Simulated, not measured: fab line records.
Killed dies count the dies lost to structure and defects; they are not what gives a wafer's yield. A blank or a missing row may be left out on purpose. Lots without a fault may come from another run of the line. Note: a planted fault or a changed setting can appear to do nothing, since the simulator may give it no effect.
Split-lot study :: flow n5_finfet :: 21 wafers read from 7 lots, route of 1938 steps

== ON THE SPLIT ==
At N5_MOL_CONTACT_COAG_VIA_ETCH_117 (etches SiO2 in C4F6/O2, target depth 40 nm, overetch 8 nm, time 26 s), the setting bias_w was moved away from the recipe's 455 W on 5 of the 21 wafers read, by -17.3% to +10.0%. The other wafers ran this setting at the recipe's value.

Reading taken at the split's own step.

== THE READING ==
rf_vpp_V, in V, at N5_MOL_CONTACT_COAG_VIA_ETCH_117 (etches SiO2 in C4F6/O2, target depth 40 nm, overetch 8 nm, time 26 s). A value of 1579 V with a standard deviation of 28 V is what fault-free wafers of this fab line usually give.

wafer: L074.1
tool, chamber at the split: rie_diel-01, 0
bias_w as run, W: 455
against the recipe: recipe
rf_vpp_V, V: 1604
against lot-mates on the recipe: -

wafer: L074.3
tool, chamber at the split: rie_diel-01, 2
bias_w as run, W: 379
against the recipe: -16.7%
rf_vpp_V, V: 1336
against lot-mates on the recipe: -252

wafer: L074.6
tool, chamber at the split: rie_diel-01, 3
bias_w as run, W: 455
against the recipe: recipe
rf_vpp_V, V: 1573
against lot-mates on the recipe: -

wafer: L078.3
tool, chamber at the split: rie_diel-01, 0
bias_w as run, W: 455
against the recipe: recipe
rf_vpp_V, V: 1604
against lot-mates on the recipe: -

wafer: L078.4
tool, chamber at the split: rie_diel-01, 1
bias_w as run, W: 455
against the recipe: recipe
rf_vpp_V, V: 1584
against lot-mates on the recipe: -

wafer: L078.6
tool, chamber at the split: rie_diel-01, 2
bias_w as run, W: 455
against the recipe: recipe
rf_vpp_V, V: 1534
against lot-mates on the recipe: -

wafer: L081.1
tool, chamber at the split: rie_diel-03, 2
bias_w as run, W: 500.4
against the recipe: +10.0%
rf_vpp_V, V: 1674
against lot-mates on the recipe: +80

wafer: L081.4
tool, chamber at the split: rie_diel-03, 3
bias_w as run, W: 455
against the recipe: recipe
rf_vpp_V, V: 1556
against lot-mates on the recipe: -

wafer: L081.6
tool, chamber at the split: rie_diel-03, 0
bias_w as run, W: 455
against the recipe: recipe
rf_vpp_V, V: 1633
against lot-mates on the recipe: -

wafer: L084.2
tool, chamber at the split: rie_diel-03, 2
bias_w as run, W: 376.3
against the recipe: -17.3%
rf_vpp_V, V: 1352
against lot-mates on the recipe: -204

wafer: L084.3
tool, chamber at the split: rie_diel-03, 0
bias_w as run, W: 376.3
against the recipe: -17.3%
rf_vpp_V, V: 1418
against lot-mates on the recipe: -138

wafer: L084.5
tool, chamber at the split: rie_diel-03, 3
bias_w as run, W: 455
against the recipe: recipe
rf_vpp_V, V: 1556
against lot-mates on the recipe: -

wafer: L087.4
tool, chamber at the split: rie_diel-03, 3
bias_w as run, W: 455
against the recipe: recipe
rf_vpp_V, V: 1556
against lot-mates on the recipe: -

wafer: L087.5
tool, chamber at the split: rie_diel-03, 0
bias_w as run, W: 455
against the recipe: recipe
rf_vpp_V, V: 1632
against lot-mates on the recipe: -

wafer: L087.6
tool, chamber at the split: rie_diel-03, 1
bias_w as run, W: 455
against the recipe: recipe
rf_vpp_V, V: 1583
against lot-mates on the recipe: -

wafer: L092.3
tool, chamber at the split: rie_diel-03, 3
bias_w as run, W: 455
against the recipe: recipe
rf_vpp_V, V: 1557
against lot-mates on the recipe: -

wafer: L092.5
tool, chamber at the split: rie_diel-03, 0
bias_w as run, W: 455
against the recipe: recipe
rf_vpp_V, V: 1632
against lot-mates on the recipe: -

wafer: L092.6
tool, chamber at the split: rie_diel-03, 1
bias_w as run, W: 455
against the recipe: recipe
rf_vpp_V, V: 1585
against lot-mates on the recipe: -

wafer: L093.1
tool, chamber at the split: rie_diel-03, 2
bias_w as run, W: 455
against the recipe: recipe
rf_vpp_V, V: 1560
against lot-mates on the recipe: -

wafer: L093.2
tool, chamber at the split: rie_diel-03, 1
bias_w as run, W: 455
against the recipe: recipe
rf_vpp_V, V: 1584
against lot-mates on the recipe: -

wafer: L093.6
tool, chamber at the split: rie_diel-03, 3
bias_w as run, W: 490.6
against the recipe: +7.8%
rf_vpp_V, V: 1647
against lot-mates on the recipe: +75

FIT RESULTS
A straight line over all 21 wafers: rf_vpp_V changes by +11.8 V for each +1% of bias_w; r = +0.93; the points scatter about the line by 32 V.
The same after taking each lot's own level away (the mean of its wafers on the recipe; 21 wafers): +11 V for each +1%; r = +0.92; scatter 33 V.
The reading moves by 1.9e+02 V for the largest change in bias_w, on that fit.
From 1556.0 to 1594.5 V: that is the span of the lots' own levels, equal to 1.4 times the standard deviation above.
Consequently the slope shifts little with the lot-to-lot level, the two slopes agreeing.
Check: with one of the wafers moved furthest among these (-17.3%) left out of the fit, the line predicts -189 V for it against its lot-mates. Against them it came out at -204 V.
Tool readings at the split's step, against how far the setting was moved: rf_vpp_V r = +0.93.

== THESE WAFERS: OTHER SPLITS ==
These wafers also went through other splits before the reading. Each is held against what the fit with the lots' levels taken away leaves over:
other split on the same wafers: N5_SDB_EXPOSE_08 dose_mj
wafers away from the commonest value: 7
r with rf_vpp_V (lot level and that fit taken away): +0.41

other split on the same wafers: N5_HKMG_FIN_ALD_72 ald_cycles
wafers away from the commonest value: 10
r with rf_vpp_V (lot level and that fit taken away): -0.08

other split on the same wafers: N5_MOL_CONTACT_COAG_COAT_76 spin_rpm
wafers away from the commonest value: 7
r with rf_vpp_V (lot level and that fit taken away): +0.42

other split on the same wafers: N5_MOL_CONTACT_COAG_ALD_133 ald_cycles
wafers away from the commonest value: 7
r with rf_vpp_V (lot level and that fit taken away): -0.10

== FILE'S OWN FIT ==
rf_vpp_V changes by +11.6 V for each +1% of bias_w, r = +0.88.
